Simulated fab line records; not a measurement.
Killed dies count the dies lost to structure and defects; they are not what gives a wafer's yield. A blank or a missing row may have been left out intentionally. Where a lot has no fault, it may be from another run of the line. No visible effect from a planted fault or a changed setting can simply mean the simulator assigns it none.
Split-lot experiment / flow n5 finfet / on a route of 1938 steps: 7 lots, 21 wafers read

## THE SPLIT
At N5_BEOL_M5_COAT_60 (time 60 s, resist thk 12 nm), the setting spin rpm was moved away from the recipe's 1500 rpm on 8 of the 21 wafers read, by -10.3% to +9.4%. All remaining wafers had this setting at the recipe value.

## FROM THE SPLIT TO THE READING: what the file shows between them, 5 steps
- N5_BEOL_M5_COAT_71: time 60 s, resist thk 5 nm
- N5_BEOL_M5_COAT_05: resist thk 30 nm
- N5_BEOL_M5_DESCUM_16: chemistry O2, time 7 s
- N5_BEOL_M5_ETCH_72: etches underlayer in N2/H2, target depth 6.5 nm, time 5.2 s
- N5_BEOL_M5_ETCH_61: etches SiARC in CF4, target depth 15.6 nm, time 26 s

## THE READING
SiARC_of_BEOL_M5_COAT_60.thk nm (the simulator's own value, which no gauge read), in nm, at N5_BEOL_M5_ETCH_62 (etches SOC in N2/H2, target depth 75 nm, overetch 15 nm, time 112.5 s). The file gives no usual value for it. Average 6.8 nm, standard deviation 0.084 nm, over the 13 wafers here run with the recipe.

wafer=L075.4; tool, chamber at the split=litho track-01, 0; spin rpm as run, rpm=1358; against the recipe=-9.5%; SiARC_of_BEOL_M5_COAT_60.thk nm, nm=7.2; against lot-mates on the recipe=+0.4
wafer=L075.5; tool, chamber at the split=litho track-01, 0; spin rpm as run, rpm=1358; against the recipe=-9.5%; SiARC_of_BEOL_M5_COAT_60.thk nm, nm=7.4; against lot-mates on the recipe=+0.6
wafer=L075.6; tool, chamber at the split=litho track-01, 0; spin rpm as run, rpm=1500; against the recipe=recipe; SiARC_of_BEOL_M5_COAT_60.thk nm, nm=6.8; against lot-mates on the recipe=-
wafer=L077.1; tool, chamber at the split=litho track-03, 0; spin rpm as run, rpm=1345; against the recipe=-10.3%; SiARC_of_BEOL_M5_COAT_60.thk nm, nm=7.4; against lot-mates on the recipe=+0.6
wafer=L077.5; tool, chamber at the split=litho track-03, 0; spin rpm as run, rpm=1345; against the recipe=-10.3%; SiARC_of_BEOL_M5_COAT_60.thk nm, nm=7.4; against lot-mates on the recipe=+0.6
wafer=L077.2; tool, chamber at the split=litho track-03, 0; spin rpm as run, rpm=1500; against the recipe=recipe; SiARC_of_BEOL_M5_COAT_60.thk nm, nm=6.8; against lot-mates on the recipe=-
wafer=L078.1; tool, chamber at the split=litho track-03, 0; spin rpm as run, rpm=1500; against the recipe=recipe; SiARC_of_BEOL_M5_COAT_60.thk nm, nm=6.8; against lot-mates on the recipe=-
wafer=L078.4; tool, chamber at the split=litho track-03, 0; spin rpm as run, rpm=1358; against the recipe=-9.5%; SiARC_of_BEOL_M5_COAT_60.thk nm, nm=7.2; against lot-mates on the recipe=+0.4
wafer=L078.5; tool, chamber at the split=litho track-03, 0; spin rpm as run, rpm=1358; against the recipe=-9.5%; SiARC_of_BEOL_M5_COAT_60.thk nm, nm=7.2; against lot-mates on the recipe=+0.4
wafer=L076.1; tool, chamber at the split=litho track-03, 0; spin rpm as run, rpm=1500; against the recipe=recipe; SiARC_of_BEOL_M5_COAT_60.thk nm, nm=6.6; against lot-mates on the recipe=-
wafer=L076.3; tool, chamber at the split=litho track-03, 0; spin rpm as run, rpm=1500; against the recipe=recipe; SiARC_of_BEOL_M5_COAT_60.thk nm, nm=6.8; against lot-mates on the recipe=-
wafer=L076.6; tool, chamber at the split=litho track-03, 0; spin rpm as run, rpm=1500; against the recipe=recipe; SiARC_of_BEOL_M5_COAT_60.thk nm, nm=6.8; against lot-mates on the recipe=-
wafer=L092.3; tool, chamber at the split=litho track-04, 0; spin rpm as run, rpm=1500; against the recipe=recipe; SiARC_of_BEOL_M5_COAT_60.thk nm, nm=6.6; against lot-mates on the recipe=-
wafer=L092.4; tool, chamber at the split=litho track-04, 0; spin rpm as run, rpm=1641; against the recipe=+9.4%; SiARC_of_BEOL_M5_COAT_60.thk nm, nm=6.4; against lot-mates on the recipe=-0.3
wafer=L092.5; tool, chamber at the split=litho track-04, 0; spin rpm as run, rpm=1500; against the recipe=recipe; SiARC_of_BEOL_M5_COAT_60.thk nm, nm=6.8; against lot-mates on the recipe=-
wafer=L095.3; tool, chamber at the split=litho track-03, 0; spin rpm as run, rpm=1500; against the recipe=recipe; SiARC_of_BEOL_M5_COAT_60.thk nm, nm=6.8; against lot-mates on the recipe=-
wafer=L095.4; tool, chamber at the split=litho track-03, 0; spin rpm as run, rpm=1500; against the recipe=recipe; SiARC_of_BEOL_M5_COAT_60.thk nm, nm=6.8; against lot-mates on the recipe=-
wafer=L095.5; tool, chamber at the split=litho track-03, 0; spin rpm as run, rpm=1588; against the recipe=+5.9%; SiARC_of_BEOL_M5_COAT_60.thk nm, nm=6.6; against lot-mates on the recipe=-0.2
wafer=L096.1; tool, chamber at the split=litho track-03, 0; spin rpm as run, rpm=1500; against the recipe=recipe; SiARC_of_BEOL_M5_COAT_60.thk nm, nm=6.8; against lot-mates on the recipe=-
wafer=L096.4; tool, chamber at the split=litho track-03, 0; spin rpm as run, rpm=1500; against the recipe=recipe; SiARC_of_BEOL_M5_COAT_60.thk nm, nm=6.8; against lot-mates on the recipe=-
wafer=L096.2; tool, chamber at the split=litho track-03, 0; spin rpm as run, rpm=1500; against the recipe=recipe; SiARC_of_BEOL_M5_COAT_60.thk nm, nm=6.6; against lot-mates on the recipe=-

FIT RESULTS
A straight line over all 21 wafers: SiARC_of_BEOL_M5_COAT_60.thk nm changes by -0.0506 nm for each +1% of spin rpm; r = -0.95; the points scatter about the line by 0.095 nm.
The same after taking each lot's own level away (the mean of its wafers on the recipe; 21 wafers): -0.0467 nm for each +1%; r = -0.95; scatter 0.087 nm.
Per that fit: largest spin rpm move, reading shift of 0.48 nm.
Across the lots, their own levels run from 6.70 to 6.80 nm, a range of 1.2 times the standard deviation given above.
The two slopes agree, so the slope changes little with the lot-to-lot level.
Check: for one of the wafers moved furthest among these (-10.3%), held out of the fit, the line's prediction against its lot-mates is +0.487 nm. Against them it came out at +0.6 nm.

## FURTHER SPLITS ON THESE WAFERS
Other splits were also applied to these wafers ahead of the reading. Each is held against what the fit with the lots' levels taken away leaves over:
other split on the same wafers=N5_MOL_CONTACT_COAG_COAT_76 spin rpm; wafers away from the commonest value=5; r with SiARC_of_BEOL_M5_COAT_60.thk nm (lot level and that fit taken away)=+0.14
other split on the same wafers=N5_BEOL_M0_CUTY_EXPOSE_54 dose mj; wafers away from the commonest value=4; r with SiARC_of_BEOL_M5_COAT_60.thk nm (lot level and that fit taken away)=+0.14
other split on the same wafers=N5_BEOL_M0_ETCH_128 source w; wafers away from the commonest value=7; r with SiARC_of_BEOL_M5_COAT_60.thk nm (lot level and that fit taken away)=+0.26
other split on the same wafers=N5_BEOL_M0_TRENCH_ETCH_107 target depth a; wafers away from the commonest value=4; r with SiARC_of_BEOL_M5_COAT_60.thk nm (lot level and that fit taken away)=+0.15
other split on the same wafers=N5_BEOL_M2_DESCUM_33 time s; wafers away from the commonest value=3; r with SiARC_of_BEOL_M5_COAT_60.thk nm (lot level and that fit taken away)=+0.46
other split on the same wafers=N5_BEOL_M3_DEP_57 time s; wafers away from the commonest value=7; r with SiARC_of_BEOL_M5_COAT_60.thk nm (lot level and that fit taken away)=+0.07
other split on the same wafers=N5_BEOL_M4_ILD_DEP_00 time s; wafers away from the commonest value=6; r with SiARC_of_BEOL_M5_COAT_60.thk nm (lot level and that fit taken away)=+0.03
other split on the same wafers=N5_BEOL_M5_ILD_DEP_00 time s; wafers away from the commonest value=9; r with SiARC_of_BEOL_M5_COAT_60.thk nm (lot level and that fit taken away)=-0.05

## THE WHOLE CHAIN: every reading that the file lists as answering this split, in the file's order
step=N5_BEOL_M5_COAT_60; what it does=time 60 s, resist thk 12 nm; reading=SiARC_of_BEOL_M5_COAT_60.thk nm (the simulator's own value, which no gauge read); change (the file's fit)=-0.065 nm for each +1% of the setting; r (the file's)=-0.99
step=N5_BEOL_M5_ETCH_61; what it does=etches SiARC in CF4, target depth 15.6 nm, time 26 s; reading=etch.depth nm (the simulator's own value, which no gauge read); change (the file's fit)=-0.0625 nm for each +1% of the setting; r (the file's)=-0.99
step=N5_BEOL_M5_ETCH_62; what it does=etches SOC in N2/H2, target depth 75 nm, overetch 15 nm, time 112.5 s; reading=SiARC_of_BEOL_M5_COAT_60.thk nm (the simulator's own value, which no gauge read); change (the file's fit)=-0.0458 nm for each +1% of the setting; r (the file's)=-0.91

## FILE'S OWN FIT
SiARC_of_BEOL_M5_COAT_60.thk nm changes by -0.0458 nm for each +1% of spin rpm, r = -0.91.
